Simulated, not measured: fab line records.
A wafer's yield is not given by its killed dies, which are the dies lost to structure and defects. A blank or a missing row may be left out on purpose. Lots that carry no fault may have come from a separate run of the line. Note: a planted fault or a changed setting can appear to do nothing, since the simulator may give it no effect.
Comparing a struck lot with a sound one ; flow nand_harc ; 24 steps out of a route of 1302
Sound: the wafers L401.1, L401.2, L401.4. Struck: wafers L409.1, L409.3, L409.4. At the end, the cause is stated.
At each step with rows: each side's tool, then ch and its chambers, then its first start. Under that, the readings that differ: sound wafers ; struck wafers ; difference of the means ; sigmas: that difference in standard deviations of wafers without a fault.
alike: readings whose means differ by less than 2 such deviations, and words and numbers that are the same on both sides. not compared: withheld readings, readings that some wafer has no value for, bounds like >300 that may hide the same value, and numbers for which the record gives no deviation and whose values overlap.
Wherever a step has rows on one side only, a row that says differs or no value, or a row with sigmas, the two part there. Numbers that don't overlap but have no deviation are shown without sigmas and don't part them. Lack of a reading on every wafer of one side parts them only where that side has two or more wafers.

NHARC_P_M0_INSPECT_27:
  struck on defect_inspect-01, day 11 13:12; sound on defect_inspect-01, day 8 06:03
  alike: raw_defect_count
NHARC_P_M0_PRE_CLEAN_31: time 12 s.
  sound on pecvd-01 ch 0,1, day 8 06:07; struck on pecvd-04 ch 0,1,2, day 11 13:16
  alike: heater_power_w
NHARC_P_M0_DEP_32: deposits SiCN, target thk 30 nm.
  sound on pecvd-01 ch 0,1, day 8 06:12; struck on pecvd-04 ch 0,1,2, day 11 13:21
  alike: chamber_pressure_Torr, heater_power_w
then, 8 steps without rows for these wafers: NHARC_P_M1_DEP_00 (deposits SiOC, target thk 182.5 nm); NHARC_P_M1_DEHYDRATE_01 (time 120 s); NHARC_P_M1_HMDS_02 (time 30 s); NHARC_P_M1_COAT_34 (time 65 s); NHARC_P_M1_COAT_03 (resist thk 90 nm); NHARC_P_M1_SOFTBAKE_04 (time 55 s); NHARC_P_M1_EBR_05; NHARC_P_M1_EXPOSE_06 (exposes mask P M1, target cd 130 nm).
NHARC_P_M1_PEB_07: peb time 65 s.
  sound on litho_track-06 ch 0, day 8 07:20; struck on litho_track-01 ch 0, day 11 14:31
reading;sound;struck;difference;sigmas
heater_power_total_W (W);156.0 157.0 156.9;160.0 160.8 160.7;+3.9;+9
plate_temp_C (C);100.04 99.89 99.86;101.84 101.72 101.75;+1.84;+15
  alike: chill_plate_temp_C
then, 1 step without rows for these wafers: NHARC_P_M1_DEVELOP_08 (develop time 35 s).
NHARC_P_M1_CD_MEAS_09: the cd target is 130 nm.
  sound on cd_sem-02 ch 0, day 8 07:25; struck on cd_sem-02 ch 0, day 11 14:35
reading;sound;struck;difference;sigmas
cd_nm (nm);129.6 130.2 129.8;136.8 136.1 136.2;+6.5;+11
NHARC_P_M1_OVL_MEAS_10: pitch 260 nm.
  struck on overlay-02, day 11 14:41; sound on overlay-01, day 8 07:31
  alike: overlay_x_nm, overlay_y_nm
NHARC_P_M1_INSPECT_11:
  struck on defect_inspect-01, day 11 14:43; sound on defect_inspect-02, day 8 07:32
  alike: raw_defect_count
NHARC_P_M1_DESCUM_14: chemistry O2, time 3 s.
  sound on rie_diel-09 ch 0,1,2, day 8 07:37; struck on rie_diel-07 ch 0,1,3, day 11 14:47
reading;sound;struck;difference;sigmas
rf_hours_counter_h (h);2 2 2;9 8 9;+7;
model.P_M1.cd_nm (nm);129.7 130.2 129.8;136.6 136.3 135.8;+6.3;
  alike: drypump_motor_current_A, oes_product_au, rf_vpp_V, showerhead_plenum_p_Torr, throttle_valve_pct
NHARC_P_M1_ETCH_35: etches the open film in N2/H2, target depth 40 nm, overetch 12 nm, time 43.94 s.
  sound on rie_diel-09 ch 1,2,3, day 8 07:43; struck on rie_diel-07 ch 1,2,3, day 11 14:52
reading;sound;struck;difference;sigmas
rf_hours_counter_h (h);2 2 2;8 9 8;+6;
  alike: drypump_motor_current_A, oes_product_au, rf_vpp_V, showerhead_plenum_p_Torr, throttle_valve_pct
NHARC_P_M1_ETCH_15: etches the open film in C4F8/Ar, target depth 182.5 nm, time 91.2 s.
  sound: rie_diel-09 ch 1,2,3; struck: rie_diel-07 ch 0,1,3
reading;sound;struck;difference;sigmas
rf_hours_counter_h (h);2 2 2;9 9 8;+7;
  alike: oes_product_au, rf_vpp_V
NHARC_P_M1_CD_MEAS_16:
  struck on cd_sem-02, day 11 15:05; sound on cd_sem-02, day 8 07:56
reading;sound;struck;difference;sigmas
cd_nm (nm);129.3 130.1 130.1;136.5 136.7 135.8;+6.5;+11
NHARC_P_M1_STRIP_18: strips in N2/H2.
  sound on rie_diel-13 ch 0,1,2, day 8 08:02; struck on rie_diel-13 ch 0,1,3, day 11 15:11
reading;sound;struck;difference;sigmas
rf_hours_counter_h (h);0 0 0;29 24 22;+25;
  alike: drypump_motor_current_A, oes_product_au, rf_vpp_V, showerhead_plenum_p_Torr, throttle_valve_pct
NHARC_P_M1_ETCH_28: etches the open film in CF4/N2, target depth 30 nm, time 72.99 s.
  sound: rie_diel-13 ch 0,2,3; struck: rie_diel-13 ch 0,2,3
reading;sound;struck;difference;sigmas
rf_hours_counter_h (h);0 0 0;22 25 24;+24;
model.P_M1.cd_nm (nm);129.3 130.2 129.7;137.4 136.9 136.9;+7.3;
  alike: drypump_motor_current_A, oes_product_au, rf_vpp_V, showerhead_plenum_p_Torr, throttle_valve_pct
then, 1 step without rows for these wafers: NHARC_P_M1_STRIP_19 (strips in post etch residue remover, time 600 s).
NHARC_END_SORT_01:
  the record has rows for the sound wafers here (prober-01 ch 0, day 26 08:31) and none for the struck ones

WHERE THEY PART
First at NHARC_P_M1_PEB_07; last, within this record, at NHARC_END_SORT_01.

WHY: whatever the simulator had introduced
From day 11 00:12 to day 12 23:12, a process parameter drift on litho_track-01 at NHARC_P_M1_PEB_07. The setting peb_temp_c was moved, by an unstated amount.
